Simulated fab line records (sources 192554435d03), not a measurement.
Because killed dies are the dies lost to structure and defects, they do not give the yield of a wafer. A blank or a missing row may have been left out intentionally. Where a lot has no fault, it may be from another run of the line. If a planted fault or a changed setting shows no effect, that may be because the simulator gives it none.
Which tool did it? | flow n5-finfet | Sampling: 24 lots, 72 wafers, 4 of 1938 route steps

== WHAT THE GAUGES SHOWED, per wafer ==
N5_BEOL_M2_RS_MEAS_58: the measuring method here is four-point-probe. Usual: M2_RS typically reads 0.67 ohm/sq, with standard deviation 0.034.
lot  | measured     | on            | M2_RS (ohm/sq) | flag
L074 | day 8 05:55  | film-metro-02 | 0.66 0.66 0.74 |
L075 | day 8 12:11  | film-metro-01 | 0.69 0.76 0.68 |
L076 | day 8 12:56  | film-metro-02 | 0.71 0.69 0.66 |
L077 | day 8 14:07  | film-metro-02 | 0.65 0.69 0.68 |
L079 | day 8 15:27  | film-metro-01 | 0.70 0.72 0.72 |
L080 | day 8 15:41  | film-metro-02 | 0.64 0.61 0.67 |
L078 | day 8 20:35  | film-metro-01 | 0.65 0.67 0.64 |
L081 | day 8 22:48  | film-metro-01 | 0.69 0.66 0.64 |
L082 | day 9 01:14  | film-metro-01 | 0.69 0.67 0.68 |
L084 | day 9 12:41  | film-metro-02 | 0.70 0.66 0.67 |
L083 | day 9 12:46  | film-metro-01 | 0.70 0.68 0.69 |
L085 | day 9 18:16  | film-metro-02 | 0.68 0.66 0.69 |
L086 | day 10 05:53 | film-metro-01 | 0.73 0.67 0.72 |
L087 | day 11 06:23 | film-metro-01 | 0.63 0.67 0.63 |
L088 | day 11 06:46 | film-metro-02 | 0.66 0.65 0.66 |
L089 | day 11 10:58 | film-metro-01 | 0.71 0.71 0.72 |
L090 | day 11 11:25 | film-metro-02 | 0.61 0.59 0.59 |
L091 | day 12 04:37 | film-metro-02 | 0.70 0.67 0.71 |
L092 | day 12 07:54 | film-metro-01 | 0.71 0.77 0.69 |
L093 | day 12 08:08 | film-metro-02 | 0.62 0.63 0.61 |
L094 | day 12 08:23 | film-metro-01 | 0.61 0.64 0.69 |
L095 | day 12 14:58 | film-metro-02 | 0.74 0.72 0.68 |
L097 | day 12 18:48 | film-metro-01 | 0.63 0.64 0.71 |
L096 | day 12 19:41 | film-metro-02 | 0.70 0.65 0.66 |

N5_BEOL_M3_CD_MEAS_28: target cd 25.7 nm, target cd y 23.3 nm. Usual: cd-nm reads 25.64 nm (standard deviation 0.23).
lot  | measured     | on        | cd-nm (nm)        | flag
L074 | day 8 09:35  | cd-sem-03 | 25.51 26.05 25.61 |
L075 | day 8 13:55  | cd-sem-01 | 25.80 25.63 25.35 |
L076 | day 8 16:23  | cd-sem-01 | 25.63 25.91 25.79 |
L077 | day 8 16:35  | cd-sem-01 | 25.93 25.18 26.21 |
L079 | day 8 17:16  | cd-sem-02 | 25.78 25.20 25.40 |
L080 | day 8 17:26  | cd-sem-01 | 25.57 25.54 25.85 |
L078 | day 8 22:56  | cd-sem-01 | 25.80 25.58 25.58 |
L081 | day 9 02:11  | cd-sem-02 | 25.76 25.70 25.14 |
L082 | day 9 02:53  | cd-sem-02 | 25.49 25.61 25.72 |
L084 | day 9 15:58  | cd-sem-03 | 25.88 25.73 26.10 |
L083 | day 9 16:10  | cd-sem-02 | 25.23 25.43 25.38 |
L085 | day 9 21:07  | cd-sem-02 | 25.43 25.55 25.67 |
L086 | day 10 09:33 | cd-sem-03 | 25.56 25.54 25.62 |
L087 | day 11 08:51 | cd-sem-01 | 25.52 25.74 25.10 |
L088 | day 11 09:02 | cd-sem-01 | 25.79 25.21 25.72 |
L089 | day 11 14:20 | cd-sem-03 | 25.61 25.57 25.19 |
L090 | day 11 14:39 | cd-sem-02 | 25.72 25.70 25.74 |
L091 | day 12 06:14 | cd-sem-01 | 25.89 25.93 25.77 |
L092 | day 12 11:40 | cd-sem-03 | 25.69 25.67 26.11 |
L093 | day 12 11:55 | cd-sem-02 | 25.56 25.81 25.45 |
L094 | day 12 11:59 | cd-sem-01 | 25.60 25.38 25.66 |
L095 | day 12 17:11 | cd-sem-03 | 25.76 25.52 25.53 |
L097 | day 12 21:40 | cd-sem-01 | 25.50 25.84 25.79 |
L096 | day 12 22:07 | cd-sem-01 | 25.17 25.30 25.75 |

== EACH LOT AND THE TOOL THAT RAN IT (in order: tool; ch and the chambers of the sampled wafers; start) ==
lot  | N5_BEOL_M3_ETCH_74                 | N5_BEOL_M3_ETCH_63
L074 | rie-diel-04 ch 0,1, day 8 08:43    | rie-diel-04 ch 0,1, day 8 08:44
L075 | rie-diel-05 ch 2,3, day 8 13:05    | rie-diel-05 ch 2,3, day 8 13:06
L076 | rie-diel-05 ch 0,1,3, day 8 15:40  | rie-diel-05 ch 0,1,3, day 8 15:41
L077 | rie-diel-04 ch 1,2,3, day 8 15:52  | rie-diel-04 ch 1,2,3, day 8 15:53
L079 | rie-diel-04 ch 1,2, day 8 16:21    | rie-diel-04 ch 1,2, day 8 16:22
L080 | rie-diel-04 ch 0,2,3, day 8 16:35  | rie-diel-04 ch 0,2,3, day 8 16:36
L078 | rie-diel-05 ch 0,1,3, day 8 22:14  | rie-diel-05 ch 0,1,3, day 8 22:15
L081 | rie-diel-05 ch 0,1, day 9 01:20    | rie-diel-05 ch 0,1, day 9 01:22
L082 | rie-diel-05 ch 0,3, day 9 02:10    | rie-diel-05 ch 0,3, day 9 02:11
L084 | rie-diel-02 ch 1,3, day 9 15:02    | rie-diel-02 ch 1,3, day 9 15:04
L083 | rie-diel-02 ch 0,1,3, day 9 15:16  | rie-diel-02 ch 0,1,3, day 9 15:17
L085 | rie-diel-04 ch 2,3, day 9 20:23    | rie-diel-04 ch 2,3, day 9 20:25
L086 | rie-diel-04 ch 0,3, day 10 08:43   | rie-diel-04 ch 0,3, day 10 08:43
L087 | rie-diel-05 ch 2,3, day 11 08:08   | rie-diel-05 ch 2,3, day 11 08:09
L088 | rie-diel-02 ch 0,2,3, day 11 08:10 | rie-diel-02 ch 0,2,3, day 11 08:11
L089 | rie-diel-05 ch 0,1,3, day 11 13:35 | rie-diel-05 ch 0,1,3, day 11 13:36
L090 | rie-diel-04 ch 0,3, day 11 13:49   | rie-diel-04 ch 0,3, day 11 13:50
L091 | rie-diel-05 ch 1,2,3, day 12 05:31 | rie-diel-05 ch 1,2,3, day 12 05:32
L092 | rie-diel-04 ch 0,1, day 12 10:49   | rie-diel-04 ch 0,1, day 12 10:50
L093 | rie-diel-04 ch 0,2,3, day 12 11:07 | rie-diel-04 ch 0,2,3, day 12 11:08
L094 | rie-diel-02 ch 0,1,2, day 12 11:07 | rie-diel-02 ch 0,1,2, day 12 11:08
L095 | rie-diel-04 ch 1,2,3, day 12 16:28 | rie-diel-04 ch 1,2,3, day 12 16:29
L097 | rie-diel-05 ch 0,1,2, day 12 20:49 | rie-diel-05 ch 0,1,2, day 12 20:50
L096 | rie-diel-04 ch 0,2,3, day 12 21:16 | rie-diel-04 ch 0,2,3, day 12 21:17
- N5_BEOL_M3_ETCH_74: etches underlayer in N2/H2, target depth 6.5 nm, time 5.2 s.
- N5_BEOL_M3_ETCH_63: etches SiARC in CF4, target depth 15.6 nm, time 26 s.

== AS READ BY THE TOOLS THEMSELVES (means over the sampled wafers that have a number; for cases with no such wafer, the mark the record gives instead) ==
N5_BEOL_M3_ETCH_74. Usual: drypump-motor-current-A 5.7 A, standard deviation 0.32; etch-rf-on-time-s 5.25 s, standard deviation 0.15; oes-product-au 0.66 a.u., standard deviation 0.088; rf-vpp-V 523.6 V, standard deviation 2.7; showerhead-plenum-p-Torr 2.54 Torr, standard deviation 0.091; throttle-valve-pct 17.86 %, standard deviation 0.22.
lot  | tool        | drypump-motor-current-A (A) | etch-rf-on-time-s (s) | oes-product-au (a.u.) | rf-vpp-V (V) | showerhead-plenum-p-Torr (Torr) | throttle-valve-pct (%) | flag
L074 | rie-diel-04 | 5.8                         | 5.37                  | 0.60                  | 526.2        | 2.61                            | 17.97                  |
L075 | rie-diel-05 | 6.0                         | 5.20                  | 0.69                  | 524.1        | 2.60                            | 17.70                  |
L076 | rie-diel-05 | 5.6                         | 5.23                  | 0.72                  | 525.8        | 2.61                            | 17.75                  |
L077 | rie-diel-04 | 5.7                         | 5.25                  | 0.61                  | 522.6        | 2.53                            | 18.02                  |
L079 | rie-diel-04 | 5.9                         | 5.37                  | 0.58                  | 524.6        | 2.57                            | 17.93                  |
L080 | rie-diel-04 | 5.6                         | 5.29                  | 0.59                  | 522.2        | 2.48                            | 18.08                  |
L078 | rie-diel-05 | 5.6                         | 5.23                  | 0.72                  | 523.6        | 2.61                            | 17.75                  |
L081 | rie-diel-05 | 5.2                         | 5.21                  | 0.65                  | 523.4        | 2.54                            | 17.67                  |
L082 | rie-diel-05 | 6.0                         | 5.25                  | 0.75                  | 526.2        | 2.65                            | 17.85                  |
L084 | rie-diel-02 | 5.7                         | 5.31                  | 0.65                  | 525.4        | 2.58                            | 17.89                  |
L083 | rie-diel-02 | 5.6                         | 5.27                  | 0.66                  | 523.2        | 2.51                            | 17.90                  |
L085 | rie-diel-04 | 5.6                         | 5.16                  | 0.68                  | 519.4        | 2.44                            | 17.99                  |
L086 | rie-diel-04 | 5.6                         | 5.26                  | 0.60                  | 520.6        | 2.44                            | 18.16                  |
L087 | rie-diel-05 | 6.0                         | 5.11                  | 0.68                  | 525.5        | 2.59                            | 17.71                  |
L088 | rie-diel-02 | 5.5                         | 5.18                  | 0.74                  | 523.3        | 2.51                            | 17.81                  |
L089 | rie-diel-05 | 5.6                         | 5.21                  | 0.70                  | 524.8        | 2.60                            | 17.76                  |
L090 | rie-diel-04 | 5.6                         | 5.44                  | 0.59                  | 522.4        | 2.47                            | 18.14                  |
L091 | rie-diel-05 | 5.7                         | 5.19                  | 0.70                  | 525.4        | 2.61                            | 17.72                  |
L092 | rie-diel-04 | 5.9                         | 5.32                  | 0.60                  | 525.4        | 2.60                            | 18.01                  |
L093 | rie-diel-04 | 5.7                         | 5.30                  | 0.65                  | 522.3        | 2.47                            | 17.99                  |
L094 | rie-diel-02 | 5.6                         | 5.31                  | 0.72                  | 523.4        | 2.55                            | 17.69                  |
L095 | rie-diel-04 | 5.7                         | 5.19                  | 0.66                  | 522.6        | 2.52                            | 17.92                  |
L097 | rie-diel-05 | 5.4                         | 5.20                  | 0.64                  | 524.2        | 2.53                            | 17.67                  |
L096 | rie-diel-04 | 5.6                         | 5.26                  | 0.65                  | 521.5        | 2.47                            | 17.98                  |

N5_BEOL_M3_ETCH_63. Usual: drypump-motor-current-A 5.6 A, standard deviation 0.32; etch-rf-on-time-s 26.4 s, standard deviation 0.74; oes-product-au 0.66 a.u., standard deviation 0.088; rf-vpp-V 184.1 V, standard deviation 1.2; showerhead-plenum-p-Torr 2.14 Torr, standard deviation 0.071; throttle-valve-pct 15.63 %, standard deviation 0.24.
lot  | tool        | drypump-motor-current-A (A) | etch-rf-on-time-s (s) | oes-product-au (a.u.) | rf-vpp-V (V) | showerhead-plenum-p-Torr (Torr) | throttle-valve-pct (%) | flag
L074 | rie-diel-04 | 5.9                         | 27.3                  | 0.60                  | 184.1        | 2.19                            | 15.70                  |
L075 | rie-diel-05 | 6.0                         | 25.6                  | 0.70                  | 183.9        | 2.18                            | 15.48                  |
L076 | rie-diel-05 | 5.6                         | 26.1                  | 0.72                  | 184.4        | 2.20                            | 15.51                  |
L077 | rie-diel-04 | 5.7                         | 26.6                  | 0.60                  | 184.2        | 2.12                            | 15.73                  |
L079 | rie-diel-04 | 5.8                         | 27.0                  | 0.58                  | 184.7        | 2.15                            | 15.65                  |
L080 | rie-diel-04 | 5.7                         | 27.0                  | 0.59                  | 184.7        | 2.09                            | 15.87                  |
L078 | rie-diel-05 | 5.6                         | 26.1                  | 0.71                  | 185.1        | 2.20                            | 15.52                  |
L081 | rie-diel-05 | 5.2                         | 26.0                  | 0.66                  | 184.4        | 2.15                            | 15.54                  |
L082 | rie-diel-05 | 6.0                         | 26.3                  | 0.74                  | 185.5        | 2.22                            | 15.56                  |
L084 | rie-diel-02 | 5.7                         | 26.4                  | 0.66                  | 183.9        | 2.16                            | 15.63                  |
L083 | rie-diel-02 | 5.6                         | 26.7                  | 0.67                  | 183.4        | 2.11                            | 15.65                  |
L085 | rie-diel-04 | 5.6                         | 25.8                  | 0.68                  | 183.6        | 2.06                            | 15.72                  |
L086 | rie-diel-04 | 5.6                         | 26.0                  | 0.61                  | 183.5        | 2.06                            | 15.99                  |
L087 | rie-diel-05 | 6.0                         | 26.1                  | 0.68                  | 183.2        | 2.18                            | 15.50                  |
L088 | rie-diel-02 | 5.5                         | 26.2                  | 0.73                  | 182.9        | 2.11                            | 15.52                  |
L089 | rie-diel-05 | 5.6                         | 26.1                  | 0.70                  | 185.7        | 2.19                            | 15.55                  |
L090 | rie-diel-04 | 5.6                         | 26.7                  | 0.59                  | 185.1        | 2.09                            | 15.99                  |
L091 | rie-diel-05 | 5.8                         | 25.8                  | 0.71                  | 185.5        | 2.19                            | 15.50                  |
L092 | rie-diel-04 | 5.8                         | 27.0                  | 0.60                  | 184.6        | 2.19                            | 15.74                  |
L093 | rie-diel-04 | 5.7                         | 26.9                  | 0.65                  | 183.3        | 2.08                            | 15.75                  |
L094 | rie-diel-02 | 5.6                         | 26.4                  | 0.73                  | 184.2        | 2.14                            | 15.38                  |
L095 | rie-diel-04 | 5.7                         | 26.2                  | 0.65                  | 183.7        | 2.12                            | 15.64                  |
L097 | rie-diel-05 | 5.4                         | 26.0                  | 0.65                  | 184.0        | 2.14                            | 15.53                  |
L096 | rie-diel-04 | 5.6                         | 26.3                  | 0.65                  | 184.0        | 2.08                            | 15.76                  |

== THE ANSWER, worked out from the rows above alone ==
Rule: a lot counts as off when the mean over its wafers that have a number is more than 3 standard deviations away from the usual mean. Also off: a lot with no number at a reading for which 4 or more lots have one. Where the step has rows for the other lots, those lots are counted as sound. The gauges are gone through in route order, then the tools' own readings, and for those a lot's mean is taken as printed above. The first step at which some lot is off is used, and at that step the reading that is off furthest; a lot without a number counts as furthest.
Across all readings shown, no lot is off: no conclusion can be drawn from this.

== WHAT HAD BEEN PUT IN BY THE SIMULATOR ==
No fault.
